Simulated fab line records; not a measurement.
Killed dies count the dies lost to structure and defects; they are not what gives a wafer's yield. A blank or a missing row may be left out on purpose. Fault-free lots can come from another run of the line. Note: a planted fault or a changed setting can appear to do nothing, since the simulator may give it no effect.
fab line records + flow n5_finfet
record
- lots=14
- wafers=42
- last_day=19
route steps=1938 shown BEOL_M11@1596 BEOL_M12@1610
lots that met no fault: taken from a fault-free run of the same line
start_h: start of the lot's first displayed wafer, in hours after the record's first day + wait_h: time in hours since the lot's previous step + " identical to the entry in the row above + L1.1+2: a row that stands for several wafers + - no value present, or no start provided + * or withheld: withheld + < > ~ a bound
route shown NAME@n: a module of which the file shows steps, and the number in the route of the first + usual: the fault-free wafers' mean and standard deviation + same: alike in all rows + chamber/n: place in a boat + sites: readings site by site + _std_site: standard deviation of those values + _edge_site: mean of outer sites minus mean of inner sites + radius_mm: how far each site lies from the wafer's centre + mask NAME#n: copy n + behind: the last tool/chamber to shape the wafer + hold: why the lot went on hold/how many hours it stayed there/how the hold came to an end + device: the n, p or np transistor that did not switch + end of line: tests of these same wafers at the route's end + a step given without rows: its recipe and nothing more + killed: not the wafer's yield, but the dies lost to structure and defects at the first sort + map: per-die view of a wafer (x killed, . not killed, _ where there is no die)
set.NAME: the setting that was run; set.NAME@STEP: the one run at that earlier step + model.NAME: the simulator's own value behind a step, which no gauge read
steps of the route over a sample of lots; a table a step, a row a wafer
services: when a tool's chamber went out of use (start_h, in hours from the record's first day, below 0 if earlier), for how many hours, and the reason
## steps
# step N5_BEOL_M11_CMP_52
# recipe
- stop_on=SiCOH_lowk
- t_overpolish_s=7
- down_force_psi=1
- platen_rpm=50
- clearing_platen_down_force_psi=1.5
- clearing_platen_rpm=50
- post_cmp_clean=cu_alkaline
- target_thk_nm=140
- clearing_platen_pad_velocity_m_s=0.99484
- pad_velocity_m_s=0.99484
# usual
- barrier_field_endpoint_s=28.8/0.68
- motor_current_A=6.3/0.56
- overpolish_run_s=7.000/0.0085
- platen_rpm=50.00/0.031
- time_to_endpoint_s=65.6/2.5
| lot.wafer | tool   | chamber | start_h | wait_h | barrier_field_endpoint_s | motor_current_A | overpolish_run_s | platen_rpm | time_to_endpoint_s |
|-----------|--------|---------|---------|--------|--------------------------|-----------------|------------------|------------|--------------------|
| L634.2    | cmp-01 | 3       | 240.31  | 0.2    | 28.6                     | 5.7             | 7.006            | 50.02      | 66.8               |
| L634.1    | "      | 2       | "       | "      | 28.1                     | 5.8             | 7.005            | 50.01      | 67.6               |
| L634.6    | "      | 3       | "       | "      | 28.9                     | 6.1             | 6.999            | 49.99      | 69.4               |
| L635.2    | cmp-03 | 3       | 245.48  | 0.3    | 28.2                     | 6.4             | 6.999            | 49.99      | 67.4               |
| L635.3    | "      | 0       | "       | "      | 29.0                     | 5.5             | 6.995            | 50.02      | 67.1               |
| L635.5    | "      | 3       | "       | "      | 28.5                     | 6.3             | 7.002            | 49.98      | 67.3               |
| L637.2    | cmp-01 | 0       | 254.06  | 0.2    | 28.2                     | 6.5             | 6.992            | 50.01      | 67.5               |
| L637.3    | "      | 2       | "       | "      | 28.6                     | 5.6             | 6.991            | 50.03      | 66.2               |
| L637.4    | "      | 3       | "       | "      | 28.5                     | 6.2             | 7.006            | 50.01      | 63.6               |
| L636.1    | cmp-01 | 0       | 273.25  | 0.3    | 28.3                     | 6.1             | 7.000            | 49.95      | 64.5               |
| L636.4    | "      | 1       | "       | "      | 28.3                     | 7.1             | 6.997            | 50.02      | 61.2               |
| L636.5    | "      | 3       | "       | "      | 28.1                     | 6.0             | 6.976            | 50.08      | 64.1               |
| L640.4    | cmp-01 | 1       | 278.48  | 0.2    | 28.6                     | 6.6             | 6.990            | 49.98      | 65.2               |
| L640.5    | "      | 3       | "       | "      | 28.6                     | 5.3             | 7.006            | 49.91      | 67.2               |
| L640.6    | "      | 0       | "       | "      | 28.6                     | 6.5             | 7.008            | 49.99      | 67.4               |
| L641.4    | cmp-04 | 1       | 288.37  | 0.1    | 28.1                     | 5.4             | 7.012            | 49.94      | 63.6               |
| L641.2    | "      | 3       | "       | "      | 28.4                     | 7.8             | 7.005            | 50.01      | 66.7               |
| L641.3    | "      | 0       | "       | "      | 27.1                     | 6.6             | 7.003            | 49.99      | 61.6               |
| L643.2    | cmp-03 | 0       | 311.03  | 0.2    | 28.5                     | 5.6             | 6.996            | 49.97      | 67.3               |
| L643.3    | "      | 1       | "       | "      | 28.7                     | 6.7             | 7.009            | 49.98      | 67.4               |
| L643.5    | "      | 0       | "       | "      | 28.7                     | 5.5             | 7.010            | 50.03      | 67.8               |
| L647.4    | cmp-03 | 0       | 337.09  | 0.1    | 28.7                     | 5.8             | 7.009            | 49.99      | 64.8               |
| L647.1    | "      | 2       | "       | "      | 28.0                     | 6.5             | 6.995            | 49.99      | 63.1               |
| L647.6    | "      | 0       | "       | "      | 28.8                     | 5.7             | 7.010            | 50.00      | 66.9               |
| L646.3    | cmp-01 | 0       | 344.75  | 0.2    | 29.2                     | 6.0             | 7.003            | 50.03      | 67.0               |
| L646.4    | "      | 1       | "       | "      | 28.9                     | 6.7             | 6.991            | 50.01      | 68.1               |
| L646.1    | "      | 3       | "       | "      | 28.8                     | 6.1             | 6.993            | 50.03      | 66.1               |
| L649.1    | cmp-01 | 2       | 352.24  | 0.3    | 28.8                     | 5.5             | 6.998            | 50.05      | 66.5               |
| L649.3    | "      | 3       | "       | "      | 29.3                     | 6.0             | 6.998            | 49.94      | 63.2               |
| L649.5    | "      | 1       | "       | "      | 28.7                     | 6.6             | 6.991            | 49.98      | 64.4               |
| L651.4    | cmp-01 | 2       | 362.52  | 0.2    | 28.4                     | 5.9             | 7.007            | 49.98      | 63.0               |
| L651.3    | "      | 3       | "       | "      | 28.8                     | 6.0             | 7.005            | 50.01      | 67.4               |
| L651.5    | "      | 1       | "       | "      | 29.6                     | 7.0             | 6.992            | 50.01      | 65.4               |
| L656.2    | cmp-01 | 3       | 371.38  | 0.3    | 29.9                     | 5.9             | 6.986            | 50.03      | 71.2               |
| L656.3    | "      | 0       | "       | "      | 28.7                     | 6.2             | 6.992            | 50.01      | 67.8               |
| L656.5    | "      | 2       | "       | "      | 30.3                     | 5.8             | 7.004            | 50.02      | 72.1               |
| L653.4    | cmp-03 | 2       | 375.58  | 0.1    | 28.3                     | 6.3             | 6.995            | 50.02      | 62.1               |
| L653.1    | "      | 0       | "       | "      | 28.5                     | 5.8             | 7.003            | 50.00      | 67.8               |
| L653.5    | "      | 3       | "       | "      | 29.6                     | 6.2             | 7.010            | 49.97      | 68.5               |
| L655.3    | cmp-04 | 3       | 411.43  | 0.2    | 29.3                     | 7.8             | 7.005            | 50.02      | 67.8               |
| L655.2    | "      | 0       | "       | "      | 29.6                     | 7.0             | 7.012            | 50.03      | 68.2               |
| L655.5    | "      | 1       | "       | "      | 29.7                     | 5.7             | 6.998            | 49.95      | 66.0               |
# step N5_BEOL_M12_DEVELOP_09
# recipe
- develop_time_s=45
- rinse_liquid=diw
- dry=air_spin
- dev_temp_c=21
# usual
- chill_plate_temp_C=23.00/0.1
- develop_time_s=45/0
| lot.wafer | tool           | chamber | start_h | wait_h | chill_plate_temp_C | develop_time_s |
|-----------|----------------|---------|---------|--------|--------------------|----------------|
| L634.1    | litho_track-03 | 0       | 241.11  | -      | 23.03              | 45             |
| L634.2    | "              | 0       | "       | "      | 22.96              | 45             |
| L634.6    | "              | 0       | "       | "      | 22.95              | 45             |
| L635.2    | litho_track-01 | 0       | 246.42  | -      | 23.06              | 45             |
| L635.3    | "              | 0       | "       | "      | 23.07              | 45             |
| L635.5    | "              | 0       | "       | "      | 23.04              | 45             |
| L637.2    | litho_track-01 | 0       | 254.89  | -      | 23.12              | 45             |
| L637.3    | "              | 0       | "       | "      | 22.96              | 45             |
| L637.4    | "              | 0       | "       | "      | 23.03              | 45             |
| L636.1    | litho_track-03 | -       | 274.14  | -      | -                  | -              |
| L636.4    | "              | -       | "       | "      | -                  | -              |
| L636.5    | "              | -       | "       | "      | -                  | -              |
| L640.4    | litho_track-03 | -       | 279.34  | -      | -                  | -              |
| L640.5    | "              | -       | "       | "      | -                  | -              |
| L640.6    | "              | -       | "       | "      | -                  | -              |
| L641.2    | litho_track-01 | 0       | 289.31  | -      | 22.82              | 45             |
| L641.3    | "              | 0       | "       | "      | 22.93              | 45             |
| L641.4    | "              | 0       | "       | "      | 22.88              | 45             |
| L643.2    | litho_track-03 | 0       | 311.93  | -      | 23.08              | 45             |
| L643.3    | "              | 0       | "       | "      | 22.97              | 45             |
| L643.5    | "              | 0       | "       | "      | 23.06              | 45             |
| L647.1    | litho_track-02 | 0       | 338.02  | -      | 22.80              | 45             |
| L647.4    | "              | 0       | "       | "      | 22.99              | 45             |
| L647.6    | "              | 0       | "       | "      | 23.00              | 45             |
| L646.1    | litho_track-01 | 0       | 345.69  | -      | 22.93              | 45             |
| L646.3    | "              | 0       | "       | "      | 23.01              | 45             |
| L646.4    | "              | 0       | "       | "      | 23.05              | 45             |
| L649.1    | litho_track-03 | 0       | 353.13  | -      | 22.95              | 45             |
| L649.3    | "              | 0       | "       | "      | 22.88              | 45             |
| L649.5    | "              | 0       | "       | "      | 22.80              | 45             |
| L651.3    | litho_track-03 | 0       | 363.38  | -      | 23.04              | 45             |
| L651.4    | "              | 0       | "       | "      | 23.02              | 45             |
| L651.5    | "              | 0       | "       | "      | 23.02              | 45             |
| L656.2    | litho_track-02 | 0       | 372.28  | -      | 23.09              | 45             |
| L656.3    | "              | 0       | "       | "      | 23.16              | 45             |
| L656.5    | "              | 0       | "       | "      | 22.90              | 45             |
| L653.1    | litho_track-03 | 0       | 376.39  | -      | 23.01              | 45             |
| L653.4    | "              | 0       | "       | "      | 23.15              | 45             |
| L653.5    | "              | 0       | "       | "      | 23.07              | 45             |
| L655.2    | litho_track-03 | 0       | 412.32  | -      | 23.07              | 45             |
| L655.3    | "              | 0       | "       | "      | 23.06              | 45             |
| L655.5    | "              | 0       | "       | "      | 23.21              | 45             |
# step N5_BEOL_M12_CD_MEAS_10
# recipe
- target_cd_nm=140
- landing_energy_ev=500
- detector=se_inlens
- polarity=opening
# usual
- cd_nm=140.2/1.5
| lot.wafer | tool      | chamber | start_h | wait_h | cd_nm |
|-----------|-----------|---------|---------|--------|-------|
| L634.1    | cd_sem-03 | 0       | 241.22  | -      | 138.9 |
| L634.2    | "         | 0       | "       | "      | 140.0 |
| L634.6    | "         | 0       | "       | "      | 140.7 |
| L635.2    | cd_sem-01 | 0       | 246.53  | -      | 138.8 |
| L635.3    | "         | 0       | "       | "      | 139.7 |
| L635.5    | "         | 0       | "       | "      | 140.2 |
| L637.2    | cd_sem-02 | 0       | 255.00  | -      | 142.7 |
| L637.3    | "         | 0       | "       | "      | 142.7 |
| L637.4    | "         | 0       | "       | "      | 141.9 |
| L636.1    | cd_sem-02 | 0       | 274.25  | -      | -     |
| L636.4    | "         | 0       | "       | "      | -     |
| L636.5    | "         | 0       | "       | "      | -     |
| L640.4    | cd_sem-03 | 0       | 279.45  | -      | -     |
| L640.5    | "         | 0       | "       | "      | -     |
| L640.6    | "         | 0       | "       | "      | -     |
| L641.2    | cd_sem-03 | 0       | 289.42  | -      | 140.0 |
| L641.3    | "         | 0       | "       | "      | 138.7 |
| L641.4    | "         | 0       | "       | "      | 139.3 |
| L643.2    | cd_sem-03 | 0       | 312.04  | -      | 140.0 |
| L643.3    | "         | 0       | "       | "      | 141.9 |
| L643.5    | "         | 0       | "       | "      | 139.4 |
| L647.1    | cd_sem-01 | 0       | 338.13  | -      | 139.4 |
| L647.4    | "         | 0       | "       | "      | 138.9 |
| L647.6    | "         | 0       | "       | "      | 140.9 |
| L646.1    | cd_sem-03 | 0       | 345.80  | -      | 141.9 |
| L646.3    | "         | 0       | "       | "      | 140.7 |
| L646.4    | "         | 0       | "       | "      | 140.0 |
| L649.1    | cd_sem-03 | 0       | 353.24  | -      | 140.1 |
| L649.3    | "         | 0       | "       | "      | 139.4 |
| L649.5    | "         | 0       | "       | "      | 139.0 |
| L651.3    | cd_sem-02 | 0       | 363.49  | -      | 137.9 |
| L651.4    | "         | 0       | "       | "      | 137.7 |
| L651.5    | "         | 0       | "       | "      | 139.8 |
| L656.2    | cd_sem-03 | 0       | 372.39  | -      | 138.1 |
| L656.3    | "         | 0       | "       | "      | 136.5 |
| L656.5    | "         | 0       | "       | "      | 140.1 |
| L653.1    | cd_sem-03 | 0       | 376.50  | -      | 142.0 |
| L653.4    | "         | 0       | "       | "      | 141.4 |
| L653.5    | "         | 0       | "       | "      | 142.1 |
| L655.2    | cd_sem-02 | 0       | 412.43  | -      | 142.4 |
| L655.3    | "         | 0       | "       | "      | 140.4 |
| L655.5    | "         | 0       | "       | "      | 138.5 |
# step N5_BEOL_M12_STRIP_64
# recipe
- chemistry=N2/H2
- power_w=1000
- temp_c=250
- h2_frac=0.65
- overash_fraction=0.3
- pressure_mtorr=withheld
- n2_flow_sccm=1750
- h2_flow_sccm=3250
# usual
- drypump_motor_current_A=5.8/0.52
- heater_power_w=311/18
- oes_product_au=0.715/0.0047
- strip_time_to_endpoint_s=31.28/0.077
| lot.wafer | tool            | chamber | start_h | wait_h | drypump_motor_current_A | heater_power_w | oes_product_au | rf_hours_counter_h | strip_time_to_endpoint_s |
|-----------|-----------------|---------|---------|--------|-------------------------|----------------|----------------|--------------------|--------------------------|
| L634.1    | plasma_asher-02 | 1       | 241.66  | 0.0    | 5.0                     | 329            | 0.711          | 74                 | 31.26                    |
| L634.2    | "               | 0       | "       | "      | 6.1                     | 329            | 0.715          | 74                 | 31.28                    |
| L634.6    | "               | 1       | "       | "      | 5.0                     | 328            | 0.718          | -                  | 31.24                    |
| L635.2    | plasma_asher-01 | 1       | 247.02  | 0.0    | 6.4                     | 309            | 0.714          | 115                | 31.29                    |
| L635.3    | "               | 1       | "       | "      | 6.3                     | 301            | 0.713          | -                  | 31.28                    |
| L635.5    | "               | 0       | "       | "      | 5.9                     | 278            | 0.711          | -                  | 31.25                    |
| L637.2    | plasma_asher-02 | 0       | 255.61  | 0.0    | 6.1                     | 328            | 0.711          | 76                 | 31.20                    |
| L637.3    | "               | 0       | "       | "      | 6.1                     | 319            | 0.717          | -                  | 31.18                    |
| L637.4    | "               | 1       | "       | "      | 5.0                     | 330            | 0.723          | -                  | 31.14                    |
| L636.1    | plasma_asher-02 | 1       | 274.69  | 0.0    | 5.0                     | 330            | 0.707          | 80                 | 31.26                    |
| L636.4    | "               | 1       | "       | "      | 5.0                     | 324            | 0.709          | -                  | 31.21                    |
| L636.5    | "               | 1       | "       | "      | 5.0                     | 322            | 0.712          | -                  | 31.18                    |
| L640.4    | plasma_asher-01 | 1       | 279.90  | 0.0    | 6.4                     | 293            | 0.718          | -                  | 31.26                    |
| L640.5    | "               | 1       | "       | "      | 6.4                     | 304            | 0.712          | -                  | 31.29                    |
| L640.6    | "               | 0       | "       | "      | 5.9                     | 279            | 0.723          | -                  | 31.12                    |
| L641.2    | plasma_asher-02 | 1       | 289.92  | 0.0    | 5.0                     | 323            | 0.716          | 84                 | 31.23                    |
| L641.3    | "               | 1       | "       | "      | 5.0                     | 324            | 0.723          | -                  | 31.19                    |
| L641.4    | "               | 0       | "       | "      | 6.1                     | 330            | 0.717          | -                  | 31.21                    |
| L643.2    | plasma_asher-02 | 0       | 312.47  | 0.0    | 6.1                     | 308            | 0.709          | 88                 | 31.30                    |
| L643.3    | "               | 1       | "       | "      | 5.0                     | 318            | 0.714          | -                  | 31.27                    |
| L643.5    | "               | 0       | "       | "      | 6.1                     | 326            | 0.724          | -                  | 31.25                    |
| L647.1    | plasma_asher-02 | 1       | 338.57  | 0.0    | 5.0                     | 331            | 0.716          | 92                 | 31.29                    |
| L647.4    | "               | 1       | "       | "      | 5.0                     | 331            | 0.709          | -                  | 31.26                    |
| L647.6    | "               | 1       | "       | "      | 5.0                     | 335            | 0.722          | -                  | 31.35                    |
| L646.1    | plasma_asher-02 | 1       | 346.24  | 0.0    | 5.0                     | 324            | 0.717          | 94                 | 31.31                    |
| L646.3    | "               | 0       | "       | "      | 6.1                     | 325            | 0.710          | -                  | 31.22                    |
| L646.4    | "               | 1       | "       | "      | 5.0                     | 327            | 0.718          | -                  | 31.16                    |
| L649.1    | plasma_asher-02 | 0       | 353.70  | 0.0    | 6.1                     | 327            | 0.714          | 96                 | 31.44                    |
| L649.3    | "               | 0       | "       | "      | 6.1                     | 317            | 0.713          | -                  | 31.54                    |
| L649.5    | "               | 0       | "       | "      | 6.1                     | 319            | 0.718          | -                  | 31.39                    |
| L651.3    | plasma_asher-01 | 1       | 364.01  | 0.0    | 6.4                     | 300            | 0.718          | -                  | 31.33                    |
| L651.4    | "               | 0       | "       | "      | 5.9                     | 279            | 0.722          | -                  | 31.24                    |
| L651.5    | "               | 0       | "       | "      | 5.9                     | 279            | 0.716          | -                  | 31.24                    |
| L656.2    | plasma_asher-01 | 0       | 372.91  | 0.0    | 5.9                     | 283            | 0.708          | 138                | 31.44                    |
| L656.3    | "               | 1       | "       | "      | 6.4                     | 306            | 0.712          | -                  | 31.37                    |
| L656.5    | "               | 0       | "       | "      | 5.9                     | 278            | 0.711          | -                  | 31.43                    |
| L653.1    | plasma_asher-02 | 0       | 376.93  | 0.0    | 6.1                     | 322            | 0.716          | 102                | 31.24                    |
| L653.4    | "               | 0       | "       | "      | 6.1                     | 321            | 0.715          | -                  | 31.34                    |
| L653.5    | "               | 0       | "       | "      | 6.1                     | 324            | 0.719          | -                  | 31.36                    |
| L655.2    | plasma_asher-02 | 0       | 412.94  | 0.0    | 6.1                     | 317            | 0.715          | 109                | 31.30                    |
| L655.3    | "               | 1       | "       | "      | 5.0                     | 330            | 0.713          | -                  | 31.26                    |
| L655.5    | "               | 0       | "       | "      | 6.1                     | 328            | 0.717          | -                  | 31.33                    |
## services
| tool            | chamber | start_h | hours | kind                           |
|-----------------|---------|---------|-------|--------------------------------|
| cmp-03          | -       | 226.24  | 1.2   | repair                         |
| cmp-04          | -       | 235.82  | 1.6   | repair                         |
| plasma_asher-02 | -       | 237.53  | 2.7   | repair                         |
| cmp-04          | -       | 242.09  | 4.0   | pm                             |
| cmp-04          | -       | 246.09  | -     | consumable_replace:conditioner |
| cmp-04          | -       | 246.09  | -     | consumable_replace:pad         |
| cmp-03          | -       | 248.30  | 4.0   | pm                             |
| cmp-03          | -       | 252.30  | -     | consumable_replace:conditioner |
| cmp-03          | -       | 252.30  | -     | consumable_replace:pad         |
| cmp-03          | -       | 252.82  | 19.2  | pm                             |
| cmp-01          | -       | 252.97  | 0.3   | repair                         |
| cmp-01          | -       | 268.39  | 4.0   | pm                             |
| cmp-04          | -       | 272.07  | 3.8   | pm                             |
| cmp-01          | -       | 272.39  | -     | consumable_replace:conditioner |
| cmp-01          | -       | 272.39  | -     | consumable_replace:pad         |
| cmp-01          | -       | 276.20  | 0.5   | repair                         |
| plasma_asher-02 | -       | 298.09  | 2.8   | repair                         |
| cmp-01          | -       | 319.66  | 0.3   | repair                         |
| cmp-01          | -       | 341.28  | 0.9   | repair                         |
| cmp-04          | -       | 343.66  | 0.2   | repair                         |
| plasma_asher-01 | -       | 361.71  | 1.8   | repair                         |
| cmp-01          | -       | 372.26  | 5.4   | pm                             |
## key
first_sign
- step=N5_BEOL_M12_DEVELOP_09
- reading=tool_record
- direction=missing
effect none on later readings
met_at N5_BEOL_M12_DEVELOP_09
struck_lots L636,L640
later_rows_left_out L636.1,L636.4,L636.5,L640.4,L640.5,L640.6
sort_left_out L636.1,L636.4,L636.5,L640.4,L640.5,L640.6
not_acting_at N5_BEOL_M11_CMP_52,N5_BEOL_M12_CD_MEAS_10,N5_BEOL_M12_STRIP_64
onset_between 241.11 274.14
earlier_fault
- kind=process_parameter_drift
- tool=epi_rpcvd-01
- chamber=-
- onset_h=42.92
- steps=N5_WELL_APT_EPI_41
- channel=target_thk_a
- offset=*
- shape=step
- acts_in=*
- stated=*
earlier_fault
- kind=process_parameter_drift
- tool=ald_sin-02
- chamber=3
- onset_h=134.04
- steps=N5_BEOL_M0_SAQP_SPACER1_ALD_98
- channel=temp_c
- offset=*
- shape=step
- acts_in=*
- stated=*
fault
- kind=skipped_step_whole
- tool=litho_track-03
- chamber=-
- onset_h=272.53
- steps=N5_BEOL_M12_DEVELOP_09
- scope=struck_lots_only
# sort_left_out: the simulated sort isn't trusted on such a fault, so these wafers' sort isn't shown, and their yield isn't known
# later_rows_left_out: the simulator's readings of these wafers behind a module that went badly wrong aren't trusted and aren't shown, but for the sort
